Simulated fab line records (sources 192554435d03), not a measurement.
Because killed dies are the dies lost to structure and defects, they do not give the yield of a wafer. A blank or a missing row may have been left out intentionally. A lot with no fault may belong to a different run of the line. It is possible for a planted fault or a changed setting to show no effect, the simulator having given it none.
Struck lot and sound lot, side by side + flow n5_finfet + 36 out of 1938 route steps
Sound: wafers L724.1, L724.2, L724.6. Struck: wafers L732.1, L732.2 (left out: L732.4, a lot-mate that was not struck); the cause follows at the end.
Each step with rows lists, per side, the tool, then ch with its chambers, then its first start. Under that, the readings that differ: sound wafers + struck wafers + difference of the means + sigmas: that difference in standard deviations of wafers without a fault.
alike: readings with means less than 2 such deviations apart, plus words and numbers identical on both sides. not compared: withheld readings, readings lacking a value on some wafer, bounds such as >300 that could conceal the same value, and numbers that have no deviation in the record and whose values overlap.
Wherever a step has rows on one side only, a row that says differs or no value, or a row with sigmas, the two part there. When numbers do not overlap yet have no deviation, they are printed without sigmas and do not part them. Lack of a reading on every wafer of one side parts them only where that side has two or more wafers.

first, 8 steps without rows for these wafers: N5_MOL_CONTACT_COAG_PRE_CLEAN_121; N5_MOL_CONTACT_COAG_CVD_140 (deposits W, target thk 66.5 nm, time 215 s); N5_MOL_CONTACT_COAG_PRECLEAN_127 (cleans in DIW, time 57.5 s); N5_MOL_CONTACT_COAG_SRD_128 (dry time 32 s); N5_MOL_CONTACT_COAG_CMP_52 (polishes, stops on SiO2, t overpolish 1.5 s, target thk 66.5 nm); N5_MOL_CONTACT_COAG_ANNEAL_112 (time 1800 s); N5_BEOL_M0_SAQP_PECVD_00 (deposits SiCN from 3MS/NH3, target thk 8 nm, time 14 s); N5_BEOL_M0_SAQP_ILD_DEP_01 (deposits SiOC from DEMS/O2, target thk 45.419 nm, time 8.7 s).
N5_BEOL_M0_SAQP_HM_DEP_02: deposits TiN, target thk 12 nm.
  struck on pvd_sputter-02, day 7 21:32; sound on pvd_sputter-03, day 5 13:28
| reading                                         | sound          | struck    | difference | sigmas |
|-------------------------------------------------|----------------|-----------|------------|--------|
| model.TiN_of_BEOL_M0_SAQP_HM_DEP_02.thk_nm (nm) | 11.8 11.8 11.8 | 18.6 18.4 | +6.7       |        |
  alike: throttle_valve_pct
then, 25 steps without rows for these wafers: N5_BEOL_M0_SAQP_PECVD_03 (deposits SiCN from 3MS/NH3, target thk 12 nm, time 21.1 s); N5_BEOL_M0_SAQP_PECVD_96 (deposits a-Si from SiH4/He, target thk 45 nm, time 45.2 s); N5_BEOL_M0_SAQP_PECVD_97 (deposits SiNx from SiH4/NH3/N2, target thk 23 nm, time 19.9 s); N5_BEOL_M0_SAQP_PECVD_04 (deposits a-Si from SiH4/He, target thk 60 nm, time 60.2 s); N5_BEOL_M0_SAQP_HM_DEP_111 (deposits SiO2 from SiH4/N2O, target thk 12 nm, time 7.2 s); N5_BEOL_M0_SAQP_COAT_81 (time 60 s, resist thk 100 nm); N5_BEOL_M0_SAQP_COAT_82 (time 60 s, resist thk 30 nm); N5_BEOL_M0_SAQP_COAT_08 (resist thk 90 nm); N5_BEOL_M0_SAQP_EBR_10; N5_BEOL_M0_SAQP_SOFTBAKE_09 (time 60 s); N5_BEOL_M0_SAQP_EXPOSE_11 (exposes mask M0 CORE, target cd 42 nm); N5_BEOL_M0_SAQP_PEB_12 (peb time 60 s); N5_BEOL_M0_SAQP_DEVELOP_13 (develop time 30 s); N5_BEOL_M0_SAQP_DESCUM_19 (chemistry O2, time 7.9 s); N5_BEOL_M0_SAQP_ETCH_83 (etches SiARC in CF4, target depth 39 nm, time 65 s); N5_BEOL_M0_SAQP_ETCH_84 (etches SOC in N2/H2, target depth 100 nm, overetch 20 nm, time 150 s); N5_BEOL_M0_SAQP_STRIP_80 (strips in N2/H2); N5_BEOL_M0_SAQP_HM_OPEN_112 (chemistry CHF3/O2, target SiO2, stops on a-Si, target depth 12 nm, time 13.5 s); N5_BEOL_M0_SAQP_STRIP_113 (strips in CHF3/O2); N5_BEOL_M0_SAQP_MANDREL_ETCH_20 (etches a-Si in HBr/Cl2, stops on SiNx, target depth 60 nm, bt time 10 s, time 30 s); N5_BEOL_M0_SAQP_STRIP_86 (strips in N2/H2); N5_BEOL_M0_SAQP_STRIP_115 (strips in post etch residue remover, time 60 s); N5_BEOL_M0_SAQP_SRD_93 (time 30 s); N5_BEOL_M0_SAQP_RECESS_114 (chemistry HF/NH3, target SiO2, target depth 14.4 nm, afs cycles 3, sublimation time 60 s); N5_BEOL_M0_SAQP_SPACER1_ALD_98 (deposits SiO2, target thk 12.8 nm, pulse time 1 s, purge time 2 s).
N5_BEOL_M4_RC_MEAS_101:
  the record has rows for the sound wafers here (prober-01 ch 0, day 9 18:47) and none for the struck ones
-- here the record skips 9 days between the struck wafers' starts before and after, leaving off in module BEOL_M4 and picking up in module PASSIVATION (first step shown: number 1936 of the route) --
N5_PASSIVATION_PROBE_49:
  struck on prober-01, day 17 03:32; sound on prober-01, day 13 19:20
| reading                  | sound          | struck    | difference | sigmas |
|--------------------------|----------------|-----------|------------|--------|
| defect_limited_yield (%) | 91.0 89.2 89.3 | 0 0       | -90        | -53    |
| killed_at_M0_to_M3       | 26 28 42       | 1133 1123 | +1096      | +91    |
| killed_at_front_end      | 45 55 59       | 30 21     | -28        | -2     |
| killed_dies              | 106 127 126    | 1180 1180 | +1060      | +53    |
| killed_on_rim            | 16 20 14       | 152 152   | +135       | +31    |
| sort_bin_5_function (%)  | 4.7 6.7 6.6    | 96.6 96.6 | +90.6      | +82    |
| sort_n_pass              | 1074 1053 1054 | 0 0       | -1060      | -53    |
| sort_yield_pct (%)       | 91.0 89.2 89.3 | 0 0       | -90        | -53    |
  alike: killed_at_M4_up, killed_at_contacts, killed_at_other, killed_open, killed_short, sort_bin_6_memory

## WHERE THEY PART
Earliest at N5_BEOL_M4_RC_MEAS_101; latest, in this record, at N5_PASSIVATION_PROBE_49.

WHY: whatever the simulator had introduced
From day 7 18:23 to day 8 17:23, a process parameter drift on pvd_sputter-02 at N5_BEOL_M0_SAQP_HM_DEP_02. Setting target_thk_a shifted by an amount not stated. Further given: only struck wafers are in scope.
